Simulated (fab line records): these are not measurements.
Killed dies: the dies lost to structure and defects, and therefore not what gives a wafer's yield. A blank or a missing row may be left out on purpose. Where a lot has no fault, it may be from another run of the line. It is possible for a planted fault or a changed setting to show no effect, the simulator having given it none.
fab line records	flow n5_finfet
[record] lots = 7	wafers = 21
route steps=1938 shown BEOL_M7@1263 BEOL_M8@1377 BEOL_M9@1404 BEOL_M13@1665
start_h: hours from the record's opening day to when the first of the lot's shown wafers began	wait_h: how many hours have passed since the lot's step before this one	" same as the row above	L1.1+2: a single row standing in for several wafers	- either no value or no given start	* or withheld: withheld	< > ~ a bound
route shown NAME@n: a module of which the file shows steps, and the number in the route of the first	usual: the fault-free wafers' mean and standard deviation	same: alike in all rows	chamber/n: place in a boat	sites: the reading at each site	_std_site: standard deviation across them	_edge_site: inner sites' mean taken away from outer sites' mean	radius_mm: how far each site lies from the wafer's centre	mask NAME#n: copy n	behind: tool/chamber where the wafer was last shaped	hold: why the lot was held/for how many hours/how that ended	device: the transistor (n, p or np) that didn't switch	end of line: the same wafers' tests at the end of the route	for a step that has no rows: nothing shown but its recipe	killed: the dies lost at the first sort to structure and to defects; this is not the yield of the wafer	map: per-die view of a wafer (x killed, . not killed, _ where there is no die)
set.NAME: the setting that was run; set.NAME@STEP: the one run at that earlier step	model.NAME: the simulator's own value behind a step, which no gauge read
one table per step and one row per wafer, for lots whose settings were changed on purpose
[[steps]]
[step N5_BEOL_M7_ILD_DEP_00]
[recipe] material = SiCOH_lowk	target_thk_a = 1797.5	temp_c = 300	precursor = DEMS/porogen	pressure_torr = 5	rf_w = 500	time_s = 33.4
lot.wafer	tool	chamber	start_h	wait_h	set.time_s	model.SiCOH_lowk_of_BEOL_M7_ILD_DEP_00.thk_nm
L074.3	pecvd-04	1	183.96	0.0	33.4	177.6
L074.5	"	1	"	"	38.2	205.6
L074.6	"	2	"	"	33.4	180.4
L077.1	pecvd-02	1	209.95	0.0	33.4	178
L077.4	"	2	"	"	33.4	181.8
L077.5	"	0	"	"	33.4	181
L087.1	pecvd-01	2	281.68	0.0	37.72	202.4
L087.2	"	0	"	"	33.4	179.6
L087.6	"	0	"	"	33.4	183.2
L086.1	pecvd-04	1	284.91	0.0	33.4	177.4
L086.3	"	1	"	"	31.93	172.4
L086.6	"	1	"	"	33.4	178.2
L091.3	pecvd-01	0	308.37	0.0	33.4	179.4
L091.4	"	0	"	"	33.4	178.8
L091.6	"	2	"	"	33.4	181.4
L093.1	pecvd-04	2	311.86	0.0	33.4	179.2
L093.2	"	0	"	"	37.8	201.2
L093.4	"	0	"	"	33.4	181.2
L094.2	pecvd-04	2	313.75	0.0	33.4	177.8
L094.4	"	0	"	"	33.4	176.4
L094.6	"	1	"	"	34.86	187.8
[step N5_BEOL_M7_CURE_74]
[recipe] temp_c = 385	time_s = 240	ambient = He/Ar	material = SiCOH_lowk
lot.wafer	tool	chamber	start_h	wait_h	set.time_s@BEOL_M7_ILD_DEP_00	model.SiCOH_lowk_of_BEOL_M7_ILD_DEP_00.thk_nm
L074.3	uv_cure-02	2	184.18	0.2	33.4	153.2
L074.5	"	2	"	"	38.2	177.4
L074.6	"	2	"	"	33.4	155.6
L077.1	uv_cure-03	1	210.02	0.1	33.4	153.4
L077.4	"	1	"	"	33.4	156.8
L077.5	"	1	"	"	33.4	156.2
L087.1	uv_cure-03	0	281.75	0.0	37.72	174.8
L087.2	"	0	"	"	33.4	155
L087.6	"	0	"	"	33.4	158
L086.1	uv_cure-02	0	284.99	0.1	33.4	152.8
L086.3	"	0	"	"	31.93	148.6
L086.6	"	0	"	"	33.4	153.8
L091.3	uv_cure-01	1	308.59	0.2	33.4	154.8
L091.4	"	1	"	"	33.4	154.2
L091.6	"	1	"	"	33.4	156.4
L093.1	uv_cure-01	1	312.26	0.4	33.4	154.6
L093.2	"	1	"	"	37.8	173.8
L093.4	"	1	"	"	33.4	156.2
L094.2	uv_cure-02	2	313.90	0.1	33.4	153.4
L094.4	"	2	"	"	33.4	152
L094.6	"	2	"	"	34.86	162
[step N5_BEOL_M7_THK_MEAS_01]
[recipe] reads = SiCOH_lowk_of_BEOL_M7_ILD_DEP_00
[usual] M7_ILD_THK = 154.6/1.8
lot.wafer	tool	chamber	start_h	wait_h	set.time_s@BEOL_M7_ILD_DEP_00	M7_ILD_THK[nm]
L074.3	film_metro-02	-	184.53	0.3	33.4	153.1
L074.5	"	-	"	"	38.2	177.4
L074.6	"	-	"	"	33.4	155.7
L077.1	film_metro-01	-	210.54	0.4	33.4	153.4
L077.4	"	-	"	"	33.4	156.7
L077.5	"	-	"	"	33.4	156.2
L087.1	film_metro-02	-	282.26	0.4	37.72	174.9
L087.2	"	-	"	"	33.4	155.1
L087.6	"	-	"	"	33.4	158.0
L086.1	film_metro-01	-	285.51	0.4	33.4	152.8
L086.3	"	-	"	"	31.93	148.6
L086.6	"	-	"	"	33.4	153.7
L091.3	film_metro-01	-	308.94	0.3	33.4	154.8
L091.4	"	-	"	"	33.4	154.2
L091.6	"	-	"	"	33.4	156.5
L093.1	film_metro-01	-	312.77	0.4	33.4	154.4
L093.2	"	-	"	"	37.8	173.7
L093.4	"	-	"	"	33.4	156.3
L094.2	film_metro-01	-	314.33	0.4	33.4	153.4
L094.4	"	-	"	"	33.4	151.9
L094.6	"	-	"	"	34.86	162.0
[step N5_BEOL_M7_COAT_59]
[recipe] resist = SOC	temp_c = 250	time_s = 60	spin_rpm = 1500	resist_thk_nm = 100
lot.wafer	tool	chamber	start_h	wait_h	set.spin_rpm	model.SOC_of_BEOL_M7_COAT_59.thk_nm
L074.3	litho_track-04	0	186.89	0.1	1500	100
L074.5	"	0	"	"	1407	103.8
L074.6	"	0	"	"	1407	103.6
L077.1	litho_track-03	0	213.16	0.1	1500	100.2
L077.4	"	0	"	"	1500	100.4
L077.5	"	0	"	"	1500	100
L087.1+2	litho_track-04	0	283.59	0.1	1500	100.4
L087.6	"	0	"	"	1500	100.2
L086.1+6	litho_track-02	0	287.43	0.1	1500	100
L086.3	"	0	"	"	1500	100.4
L091.3+6	litho_track-02	0	309.46	0.1	1588	97
L091.4	"	0	"	"	1500	100
L093.1	litho_track-03	0	313.27	0.1	1500	99.6
L093.2+4	"	0	"	"	1500	100
L094.2+6	litho_track-04	0	315.62	0.1	1618	96.2
L094.4	"	0	"	"	1500	100
[step N5_BEOL_M7_COAT_60]
[recipe] resist = SiARC	temp_c = 220	time_s = 60	spin_rpm = 1500	resist_thk_nm = 35
[step N5_BEOL_M7_COAT_05]
[recipe] resist = CAR-ArF	spin_rpm = 1500	resist_thk_nm = 90
[step N5_BEOL_M7_DESCUM_16]
[recipe] chemistry = O2	time_s = 7.9	source_power_w = 50	bias_power_w = 20	pressure_mtorr = 20	rf_frequency_hz = 2.712e+07	temp_c = 40	resist = CAR-ArF	o2_flow_sccm = 225
[step N5_BEOL_M7_ETCH_61]
[recipe] chemistry = CF4	target = SiARC	target_depth_a = 455	mask_material = CAR-ArF	time_s = 75.8	ion_energy_ev = 80	pressure_mtorr = 40	source_w = 545	bias_w = 36	Ar_flow_sccm = 100	cf4_flow_sccm = 100	ends = cleared
[step N5_BEOL_M7_ETCH_62]
[recipe] chemistry = N2/H2	target = SOC	target_depth_a = 1100	overetch_a = 220	mask_material = SiARC	temp_c = 40	time_s = 165	ion_energy_ev = 200	pressure_mtorr = 30	source_w = 840	bias_w = 150	n2_flow_sccm = 200	h2_flow_sccm = 200
lot.wafer	tool	chamber	start_h	wait_h	set.spin_rpm@BEOL_M7_COAT_59	model.etch.depth_nm
L074.3	rie_diel-05	2	187.38	0.0	1500	99.94
L074.5	"	0	"	"	1407	103.8
L074.6	"	3	"	"	1407	103.5
L077.1	rie_diel-03	3	213.65	0.0	1500	100.2
L077.4	"	1	"	"	1500	100.5
L077.5	"	0	"	"	1500	100.1
L087.1	rie_diel-03	0	284.14	0.0	1500	100.4
L087.2	"	3	"	"	1500	100.3
L087.6	"	0	"	"	1500	100.2
L086.1+6	rie_diel-04	3,2	287.98	0.0	1500	100.1
L086.3	"	2	"	"	1500	100.3
L091.3	rie_diel-05	3	310.01	0.0	1588	96.98
L091.4	"	0	"	"	1500	100.1
L091.6	"	0	"	"	1588	97.08
L093.1	rie_diel-04	0	313.82	0.0	1500	99.62
L093.2	"	1	"	"	1500	99.91
L093.4	"	3	"	"	1500	100.1
L094.2	rie_diel-03	0	316.18	0.0	1618	96.14
L094.4	"	2	"	"	1500	99.98
L094.6	"	3	"	"	1618	96.21
[step N5_BEOL_M7_STRIP_68]
[recipe] chemistry = N2/H2	temp_c = 40	n2_flow_sccm = 200	h2_flow_sccm = 200	rf_frequency_hz = 6e+07
[step N5_BEOL_M7_STRIP_67]
[recipe] chemistry = CF4	resist = SiARC	power_w = 300	bias_power_w = 75	pressure_mtorr = 50	cf4_flow_sccm = 150	rf_frequency_hz = 6e+07
[step N5_BEOL_M7_HM_OPEN_17]
[recipe] chemistry = Cl2/BCl3	target_depth_a = 200	overetch_a = 60	target = TiN	mask_material = SOC	ion_energy_ev = 150	pressure_mtorr = 10	icp_w = 1000	bias_w = 126	Cl2_flow_sccm = 53.25	bcl3_flow_sccm = 21.75	Ar_flow_sccm = 25
lot.wafer	tool	chamber	start_h	wait_h	set.spin_rpm@BEOL_M7_COAT_59	model.SOC_of_BEOL_M7_COAT_59.thk_nm
L074.3	rie_metal-03	0	187.60	0.1	1500	92
L074.5	"	0	"	"	1407	96
L074.6	"	1	"	"	1407	95.8
L077.1+5	rie_metal-02	1,0	213.84	0.0	1500	92.2
L077.4	"	0	"	"	1500	92.4
L087.1+2	rie_metal-02	1,0	284.33	0.0	1500	92.6
L087.6	"	1	"	"	1500	92.2
L086.1	rie_metal-02	1	288.16	0.0	1500	92
L086.3	"	0	"	"	1500	92.4
L086.6	"	0	"	"	1500	92.2
L091.3	rie_metal-01	0	310.23	0.1	1588	89
L091.4	"	1	"	"	1500	91.8
L091.6	"	0	"	"	1588	89.2
L093.1	rie_metal-02	0	314.00	0.0	1500	91.8
L093.2	"	1	"	"	1500	92
L093.4	"	0	"	"	1500	92.2
L094.2	rie_metal-01	1	316.37	0.0	1618	88
L094.4	"	1	"	"	1500	91.8
L094.6	"	0	"	"	1618	88.4
[step N5_BEOL_M8_TRENCH_ETCH_37]
[recipe] chemistry = C4F6/O2	target_depth_a = 934.78	target = SiCOH_lowk	time_s = 31.2	ion_energy_ev = 250	pressure_mtorr = 30	source_w = 345	bias_w = 185	Ar_flow_sccm = 300	C4F6_flow_sccm = 10	O2_flow_sccm = 10
[usual] rf_vpp_V = 665/4.2
lot.wafer	tool	chamber	start_h	wait_h	set.bias_w	rf_vpp_V	model.BEOL_M8.feature_depth_nm	model.etch.depth_nm
L074.3	rie_diel-06	3	-	-	185	657	92.2	92.28
L074.5	"	1	"	"	185	665	93.6	93.63
L074.6	"	2	"	"	211.6	730	99.6	99.54
L077.1	rie_diel-02	3	-	-	185	667	93.2	93.12
L077.4	"	2	"	"	185	663	95.2	95.28
L077.5	"	3	"	"	185	667	93.8	93.75
L087.1	rie_diel-06	3	-	-	185	666	93.8	93.82
L087.2	"	2	"	"	185	656	95	94.95
L087.6	"	1	"	"	185	666	91.8	91.71
L086.1	rie_diel-02	1	-	-	185	661	93.4	93.34
L086.3	"	0	"	"	160.7	599	89.6	89.64
L086.6	"	2	"	"	160.7	593	89.4	89.42
L091.3	rie_diel-02	3	-	-	185	668	93.6	93.51
L091.4	"	1	"	"	175.6	634	92	91.97
L091.6	"	1	"	"	175.6	634	91.2	91.22
L093.1	rie_diel-01	3	-	-	185	669	93.4	93.49
L093.2	"	1	"	"	185	669	93.6	93.6
L093.4	"	2	"	"	185	665	93.6	93.56
L094.2	rie_diel-02	1	-	-	185	661	93.2	93.1
L094.4	"	3	"	"	196.3	698	95.2	95.26
L094.6	"	2	"	"	196.3	695	96	95.99
[step N5_BEOL_M8_ETCH_41]
[recipe] chemistry = CH3F/O2	target = SiCN	target_depth_a = 319	taper_deg = 2	time_s = 57.8	ion_energy_ev = 120	mask_material = TiN	pressure_mtorr = 30	source_w = 395	bias_w = 75	Ar_flow_sccm = 150	CH3F_flow_sccm = 30	O2_flow_sccm = 20
[step N5_BEOL_M8_STRIP_80]
[recipe] chemistry = N2/H2	time_s = 10	power_w = 450	temp_c = 40	pressure_mtorr = 20	rf_frequency_hz = 6e+07	bias_power_w = 7	n2_flow_sccm = 200	h2_flow_sccm = 200
[step N5_BEOL_M8_OCD_MEAS_38]
[usual] trench_depth_nm = 93.8/0.96
lot.wafer	tool	chamber	start_h	wait_h	set.bias_w@BEOL_M8_TRENCH_ETCH_37	trench_depth_nm
L074.3	ocd-01	-	194.98	-	185	92.3
L074.5	"	-	"	"	185	93.4
L074.6	"	-	"	"	211.6	99.6
L077.1	ocd-01	-	221.88	-	185	92.9
L077.4	"	-	"	"	185	95.0
L077.5	"	-	"	"	185	93.9
L087.1	ocd-02	-	299.80	-	185	94.0
L087.2	"	-	"	"	185	95.0
L087.6	"	-	"	"	185	91.5
L086.1	ocd-01	-	299.91	-	185	93.2
L086.3	"	-	"	"	160.7	89.6
L086.6	"	-	"	"	160.7	89.9
L091.3	ocd-01	-	317.62	-	185	93.1
L091.4	"	-	"	"	175.6	91.9
L091.6	"	-	"	"	175.6	91.1
L093.1	ocd-02	-	325.89	-	185	93.7
L093.2	"	-	"	"	185	93.3
L093.4	"	-	"	"	185	93.9
L094.2	ocd-01	-	325.96	-	185	92.8
L094.4	"	-	"	"	196.3	95.0
L094.6	"	-	"	"	196.3	95.9
[step N5_BEOL_M9_PECVD_70]
[recipe] material = SiO2	target_thk_a = 200	temp_c = 400	precursor = TEOS/O2	pressure_torr = 5.5	rf_w = 450	teos_flow_sccm = 53.8	gas = O2	flow_sccm = 3000	time_s = 22.7
lot.wafer	tool	chamber	start_h	wait_h	set.temp_c	model.SiO2_of_BEOL_M9_PECVD_70.thk_nm
L074.3	pecvd-03	1	201.29	0.0	400	20.2
L074.5	"	0	"	"	400	20.8
L074.6	"	1	"	"	400	20.6
L077.1+5	pecvd-03	1	225.78	0.0	400	20.2
L077.4	"	1	"	"	400	20.6
L087.1	pecvd-01	2	302.72	0.0	400	19.8
L087.2	"	1	"	"	387.2	21.8
L087.6	"	0	"	"	400	20.4
L086.1+3	pecvd-01	2,0	303.73	0.0	400	19.8
L086.6	"	0	"	"	383.5	22.6
L091.3	pecvd-02	2	320.84	0.0	400	19.6
L091.4	"	0	"	"	400	19.8
L091.6	"	1	"	"	400	20.2
L093.1	pecvd-02	2	329.53	0.0	400	19.8
L093.2	"	1	"	"	400	20
L093.4	"	1	"	"	382.3	22.4
L094.2	pecvd-03	1	331.43	0.0	400	19.8
L094.4+6	"	0,2	"	"	392.3	21.2
[step N5_BEOL_M9_COAT_60]
[recipe] resist = SiARC	temp_c = 220	time_s = 60	spin_rpm = 1500	resist_thk_nm = 30
lot.wafer	tool	chamber	start_h	wait_h	set.spin_rpm	model.SiARC_of_BEOL_M9_COAT_60.thk_nm
L074.3+5+6	litho_track-05	0	-	-	1500	30
L077.1+4+5	litho_track-05	0	-	-	1500	30
L087.1+2+6	litho_track-04	0	-	-	1500	30
L086.1	litho_track-03	0	-	-	1500	30
L086.3	"	0	"	"	1603	29
L086.6	"	0	"	"	1500	30.2
L091.3+4	litho_track-05	0	-	-	1383	31.2
L091.6	"	0	"	"	1500	30
L093.1	litho_track-05	0	-	-	1624	29
L093.2+4	"	0	"	"	1500	30
L094.2+4+6	litho_track-03	0	-	-	1442	30.6
[step N5_BEOL_M9_COAT_05]
[recipe] resist = CAR-ArF	spin_rpm = 1500	resist_thk_nm = 90
[step N5_BEOL_M9_EBR_07]
[recipe] solvent = PGMEA	ebr_width_mm = 1.5
[step N5_BEOL_M9_DESCUM_16]
[recipe] chemistry = O2	time_s = 7.9	source_power_w = 50	bias_power_w = 20	pressure_mtorr = 20	rf_frequency_hz = 2.712e+07	temp_c = 40	resist = CAR-ArF	o2_flow_sccm = 225
[step N5_BEOL_M9_ETCH_61]
[recipe] chemistry = CF4	target = SiARC	target_depth_a = 390	mask_material = CAR-ArF	time_s = 65	ion_energy_ev = 80	pressure_mtorr = 40	source_w = 545	bias_w = 36	Ar_flow_sccm = 100	cf4_flow_sccm = 100	ends = cleared
lot.wafer	tool	chamber	start_h	wait_h	set.spin_rpm@BEOL_M9_COAT_60	model.etch.depth_nm	model.CAR-ArF_of_BEOL_M9_COAT_05.thk_nm
L074.3	rie_diel-03	2	202.73	0.0	1500	29.96	55.4
L074.5	"	0	"	"	1500	30.07	55.4
L074.6	"	3	"	"	1500	30	55.4
L077.1	rie_diel-05	0	227.56	0.0	1500	30.04	55.6
L077.4	"	2	"	"	1500	30	55.8
L077.5	"	1	"	"	1500	30.03	55.6
L087.1	rie_diel-05	2	306.44	0.0	1500	30.02	55.2
L087.2	"	1	"	"	1500	29.97	55.2
L087.6	"	0	"	"	1500	30.04	55.4
L086.1	rie_diel-03	3	306.66	0.0	1500	30.08	55.4
L086.3	"	2	"	"	1603	29	56.6
L086.6	"	3	"	"	1500	30.1	55.6
L091.3	rie_diel-04	2	322.08	0.0	1383	31.24	54.2
L091.4	"	0	"	"	1383	31.2	54.4
L091.6	"	1	"	"	1500	30.04	55.2
L093.1	rie_diel-05	1	332.10	0.0	1624	28.91	56.2
L093.2+4	"	0,2	"	"	1500	30.03	55.4
L094.2	rie_diel-05	1	332.35	0.0	1442	30.69	55
L094.4	"	0	"	"	1442	30.67	55.4
L094.6	"	3	"	"	1442	30.62	55.4
[step N5_BEOL_M9_ETCH_62]
[recipe] chemistry = N2/H2	target = SOC	target_depth_a = 1100	overetch_a = 220	mask_material = SiARC	temp_c = 40	time_s = 165	ion_energy_ev = 200	pressure_mtorr = 30	source_w = 840	bias_w = 150	n2_flow_sccm = 200	h2_flow_sccm = 200
[step N5_BEOL_M9_STRIP_68]
[recipe] chemistry = N2/H2	temp_c = 40	n2_flow_sccm = 200	h2_flow_sccm = 200	rf_frequency_hz = 6e+07
[step N5_BEOL_M9_STRIP_80]
[recipe] chemistry = N2/H2	time_s = 10	power_w = 450	temp_c = 40	pressure_mtorr = 20	rf_frequency_hz = 6e+07	bias_power_w = 7	n2_flow_sccm = 200	h2_flow_sccm = 200
[step N5_BEOL_M9_HM_STRIP_39]
[recipe] chemistry = peroxide_tin_strip	material = TiN	target_depth_a = 250	temp_c = 50	time_s = 158
lot.wafer	tool	chamber	start_h	wait_h	set.temp_c@BEOL_M9_PECVD_70	model.SiO2_of_BEOL_M9_PECVD_70.thk_nm
L074.3	wet_bench-06	4	206.62	0.0	400	20.2
L074.5	"	2	"	"	400	20.6
L074.6	"	0	"	"	400	20.4
L077.1+5	wet_bench-01	3,5	230.16	0.0	400	20
L077.4	"	6	"	"	400	20.4
L087.1	wet_bench-01	0	308.11	0.0	400	19.6
L087.2	"	2	"	"	387.2	21.6
L087.6	"	6	"	"	400	20.2
L086.1+3	wet_bench-06	3,4	309.17	0.0	400	19.6
L086.6	"	0	"	"	383.5	22.4
L091.3	wet_bench-02	5	325.12	0.0	400	19.4
L091.4	"	1	"	"	400	19.6
L091.6	"	3	"	"	400	20
L093.1	wet_bench-02	7	336.24	0.0	400	19.6
L093.2	"	0	"	"	400	19.8
L093.4	"	6	"	"	382.3	22.4
L094.2	wet_bench-02	1	336.94	0.0	400	19.6
L094.4+6	"	3,6	"	"	392.3	21
[step N5_BEOL_M13_EXPOSE_07]
[recipe] mask_id = V12	na = 0.93	source_shape = conventional	sigma_outer = 0.6	polarization = unpolarized	attpsm_phase_deg = 180	dose_mj = 24.8
lot.wafer	tool	chamber	start_h	wait_h	mask	set.dose_mj
L074.3	krf_scanner-02	0	229.90	-	V12#0	23.2
L074.5+6	"	0	"	"	V12#0	24.8
L077.1+4+5	krf_scanner-01	0	255.71	-	V12#0	24.8
L087.1+6	krf_scanner-02	0	333.56	-	V12#0	24.8
L087.2	"	0	"	"	V12#0	23.67
L086.1+3	krf_scanner-01	0	333.97	-	V12#0	24.8
L086.6	"	0	"	"	V12#0	23.03
L091.3+4+6	krf_scanner-01	0	352.37	-	V12#0	24.8
L094.2+6	krf_scanner-01	0	360.25	-	V12#0	24.8
L094.4	"	0	"	"	V12#0	25.46
L093.1	krf_scanner-01	0	361.12	-	V12#0	24.8
L093.2+4	"	0	"	"	V12#0	25.69
[step N5_BEOL_M13_PEB_08]
[recipe] peb_temp_c = 130	peb_time_s = 90
[step N5_BEOL_M13_DEVELOP_09]
[recipe] develop_time_s = 45	rinse_liquid = diw	dry = air_spin	dev_temp_c = 21
[step N5_BEOL_M13_HARDBAKE_14]
[recipe] temp_c = 130	time_s = 120
[step N5_BEOL_M13_CD_MEAS_10]
[recipe] target_cd_nm = 190	landing_energy_ev = 500	detector = se_inlens	polarity = opening
[usual] cd_nm = 190.2/1.3
lot.wafer	tool	chamber	start_h	wait_h	set.dose_mj@BEOL_M13_EXPOSE_07	cd_nm
L074.3	cd_sem-01	0	230.07	-	23.2	184.1
L074.5	"	0	"	"	24.8	192.6
L074.6	"	0	"	"	24.8	192.0
L077.1	cd_sem-01	0	255.88	-	24.8	190.0
L077.4	"	0	"	"	24.8	190.2
L077.5	"	0	"	"	24.8	189.4
L087.1	cd_sem-01	0	333.73	-	24.8	190.9
L087.2	"	0	"	"	23.67	185.8
L087.6	"	0	"	"	24.8	191.6
L086.1	cd_sem-01	0	334.14	-	24.8	189.0
L086.3	"	0	"	"	24.8	189.1
L086.6	"	0	"	"	23.03	181.3
L091.3	cd_sem-01	0	352.53	-	24.8	188.8
L091.4	"	0	"	"	24.8	188.2
L091.6	"	0	"	"	24.8	189.8
L094.2	cd_sem-03	0	360.41	-	24.8	187.7
L094.4	"	0	"	"	25.46	192.4
L094.6	"	0	"	"	24.8	188.6
L093.1	cd_sem-03	0	361.30	-	24.8	189.8
L093.2	"	0	"	"	25.69	192.9
L093.4	"	0	"	"	25.69	192.5
[step N5_BEOL_M13_STRIP_71]
[recipe] chemistry = post_etch_residue_remover	time_s = 60	temp_c = 25	remover_ph = withheld	remover_water_wt_pct = withheld	remover_fluoride_wt_pct = withheld
[step N5_BEOL_M13_SRD_72]
[recipe] time_s = 30	temp_c = 23	rinse_liquid = diw	dry = n2_spin	spin_rpm = 1500	dry_time_s = 30
[step N5_BEOL_M13_CD_MEAS_17]
[recipe] target_cd_nm = 190	polarity = opening
[usual] cd_nm = 190.4/1.6
lot.wafer	tool	chamber	start_h	wait_h	set.dose_mj@BEOL_M13_EXPOSE_07	cd_nm
L074.3	cd_sem-02	-	230.90	0.0	23.2	183.5
L074.5	"	-	"	"	24.8	191.0
L074.6	"	-	"	"	24.8	191.5
L077.1	cd_sem-01	-	256.50	0.0	24.8	189.8
L077.4	"	-	"	"	24.8	190.0
L077.5	"	-	"	"	24.8	188.5
L087.1	cd_sem-02	-	334.35	0.0	24.8	189.8
L087.2	"	-	"	"	23.67	186.1
L087.6	"	-	"	"	24.8	191.0
L086.1	cd_sem-02	-	334.76	0.0	24.8	189.3
L086.3	"	-	"	"	24.8	188.7
L086.6	"	-	"	"	23.03	181.2
L091.3	cd_sem-02	-	353.15	0.0	24.8	189.1
L091.4	"	-	"	"	24.8	189.3
L091.6	"	-	"	"	24.8	188.5
L094.2	cd_sem-03	-	361.03	0.0	24.8	188.3
L094.4	"	-	"	"	25.46	192.8
L094.6	"	-	"	"	24.8	188.4
L093.1	cd_sem-01	-	361.91	0.0	24.8	190.7
L093.2	"	-	"	"	25.69	193.5
L093.4	"	-	"	"	25.69	193.1
[[key]]
[split] step = N5_BEOL_M7_ILD_DEP_00	setting = time_s	stated = 33.4	by = wafer
[response] step = N5_BEOL_M7_ILD_DEP_00	reading = model.SiCOH_lowk_of_BEOL_M7_ILD_DEP_00.thk_nm	change = +1.71	per = 1%	r = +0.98
[response] step = N5_BEOL_M7_CURE_74	reading = model.SiCOH_lowk_of_BEOL_M7_ILD_DEP_00.thk_nm	change = +1.49	per = 1%	r = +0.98
[response] step = N5_BEOL_M7_THK_MEAS_01	reading = M7_ILD_THK	change = +1.49	per = 1%	r = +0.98
[split] step = N5_BEOL_M7_COAT_59	setting = spin_rpm	stated = 1500	by = wafer
[response] step = N5_BEOL_M7_COAT_59	reading = model.SOC_of_BEOL_M7_COAT_59.thk_nm	change = -0.523	per = 1%	r = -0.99
[response] step = N5_BEOL_M7_ETCH_62	reading = model.etch.depth_nm	change = -0.526	per = 1%	r = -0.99
[response] step = N5_BEOL_M7_HM_OPEN_17	reading = model.SOC_of_BEOL_M7_COAT_59.thk_nm	change = -0.507	per = 1%	r = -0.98
[split] step = N5_BEOL_M8_TRENCH_ETCH_37	setting = bias_w	stated = 185	by = wafer
[response] step = N5_BEOL_M8_TRENCH_ETCH_37	reading = rf_vpp_V	change = +5.05	per = 1%	r = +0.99
[response] step = N5_BEOL_M8_TRENCH_ETCH_37	reading = model.BEOL_M8.feature_depth_nm	change = +0.39	per = 1%	r = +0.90
[response] step = N5_BEOL_M8_TRENCH_ETCH_37	reading = model.etch.depth_nm	change = +0.384	per = 1%	r = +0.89
[response] step = N5_BEOL_M8_OCD_MEAS_38	reading = trench_depth_nm	change = +0.379	per = 1%	r = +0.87
[split] step = N5_BEOL_M9_PECVD_70	setting = temp_c	stated = 400	by = wafer
[response] step = N5_BEOL_M9_PECVD_70	reading = model.SiO2_of_BEOL_M9_PECVD_70.thk_nm	change = -0.608	per = 1%	r = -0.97
[response] step = N5_BEOL_M9_HM_STRIP_39	reading = model.SiO2_of_BEOL_M9_PECVD_70.thk_nm	change = -0.626	per = 1%	r = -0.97
[split] step = N5_BEOL_M9_COAT_60	setting = spin_rpm	stated = 1500	by = wafer
[response] step = N5_BEOL_M9_COAT_60	reading = model.SiARC_of_BEOL_M9_COAT_60.thk_nm	change = -0.143	per = 1%	r = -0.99
[response] step = N5_BEOL_M9_ETCH_61	reading = model.etch.depth_nm	change = -0.147	per = 1%	r = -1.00
[response] step = N5_BEOL_M9_ETCH_61	reading = model.CAR-ArF_of_BEOL_M9_COAT_05.thk_nm	change = +0.12	per = 1%	r = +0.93
[split] step = N5_BEOL_M13_EXPOSE_07	setting = dose_mj	stated = 24.8	by = wafer
[response] step = N5_BEOL_M13_CD_MEAS_10	reading = cd_nm	change = +1.16	per = 1%	r = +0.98
[response] step = N5_BEOL_M13_CD_MEAS_17	reading = cd_nm	change = +1.1	per = 1%	r = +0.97
